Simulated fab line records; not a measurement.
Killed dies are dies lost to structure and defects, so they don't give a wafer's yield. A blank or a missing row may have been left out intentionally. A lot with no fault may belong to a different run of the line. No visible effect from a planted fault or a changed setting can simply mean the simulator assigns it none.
Chamber matching ; flow n5 finfet ; 3 sister chambers for N5_BEOL_M0_SAQP_PECVD_03 on pecvd-01
The step deposits SiCN from 3MS/NH3, target thk 12 nm, time 21.1 s. 6 wafers are shown with their chamber, then 7 later ones without.

WAFERS WITH THEIR CHAMBER
wafer;chamber;throttle valve pct (%);rf fwd power W (W)
L083.5;0;8.8;199.8
L088.1;1;9.0;198.7
L088.3;2;8.8;200.0
L088.4;1;8.9;197.0
L092.1;2;8.5;199.5
L092.2;0;8.7;199.4

WAFERS MISSING THEIR CHAMBER
wafer;throttle valve pct (%);rf fwd power W (W)
L092.3;8.8;198.0
L093.1;9.1;198.0
L093.2;8.9;199.3
L093.4;9.1;198.2
L097.3;8.8;199.8
L097.4;9.2;199.0
L097.5;8.9;199.6

WHICH CHAMBER EACH WENT THROUGH
wafer;from the rows above;in truth
L092.3;can't be placed: 1 or 0 or 2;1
L093.1;1;1
L093.2;can't be placed: 0 or 2 or 1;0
L093.4;can't be placed: 1 or 0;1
L097.3;can't be placed: 0 or 2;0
L097.4;can't be placed: 1 or 0 or 2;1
L097.5;can't be placed: 0 or 2 or 1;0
Correctly placed: 1 of 7. Cannot be placed on the basis of these rows: 6; the candidates contain the true chamber in 6. 0 placed wrongly.
How it was worked out, from the rows above alone: a wafer's distance from a chamber is the root of the sum, over the readings, of the square of ((its reading less the chamber's mean) divided by the reading's scatter). The wafer belongs to the nearest chamber; if the next one is less than 2 further off, it can't be placed. For every chamber, the mean is computed from those of its wafers that are shown. The scatter: take each reading less its chamber's mean, square it, sum over the shown wafers, divide by the number of wafers less the number of chambers, and take the root.
